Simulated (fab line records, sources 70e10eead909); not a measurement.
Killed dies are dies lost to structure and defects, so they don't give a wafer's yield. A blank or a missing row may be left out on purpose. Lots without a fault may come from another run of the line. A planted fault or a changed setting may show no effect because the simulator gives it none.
Chamber matching | flow nand_harc | NHARC_A_STAIRCASE_CMP_472 on cmp-03: 4 sister chambers
The step polishes SiO2. 4 wafers are shown with their chamber, then 6 later ones without.

WAFERS WITH THEIR CHAMBER
wafer  | chamber | motor_current_A (A)
L079.4 | 1       | 10.3
L084.4 | 0       | 14.1
L085.4 | 2       | 11.8
L088.1 | 3       | 10.5

WAFERS WITHOUT THEIR CHAMBER
wafer  | motor_current_A (A)
L088.4 | 10.4
L094.1 | 10.2
L094.2 | 13.7
L095.2 | 9.9
L095.3 | 11.8
L096.3 | 13.8

WHICH CHAMBER EACH WENT THROUGH
wafer  | from the rows above     | in truth
L088.4 | can't be placed: 1 or 3 | 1
L094.1 | can't be placed: 1 or 3 | 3
L094.2 | 0                       | 0
L095.2 | can't be placed: 1 or 3 | 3
L095.3 | 2                       | 2
L096.3 | 0                       | 0
Placed correctly: 3 of 6. Can't be placed from these rows: 3 (the true chamber is among the candidates in 3). Placed wrongly: 0.
How it was worked out, from the rows above alone: a wafer's distance from a chamber is the root of the sum, over the readings, of the square of ((its reading less the chamber's mean) divided by the reading's scatter). The wafer belongs to the nearest chamber; if the next one is less than 2 further off, it can't be placed. A chamber's mean is the mean of its shown wafers. The scatter: with one shown wafer a chamber, the root of the mean of the squares of how far each hidden wafer lies from its nearest shown one.
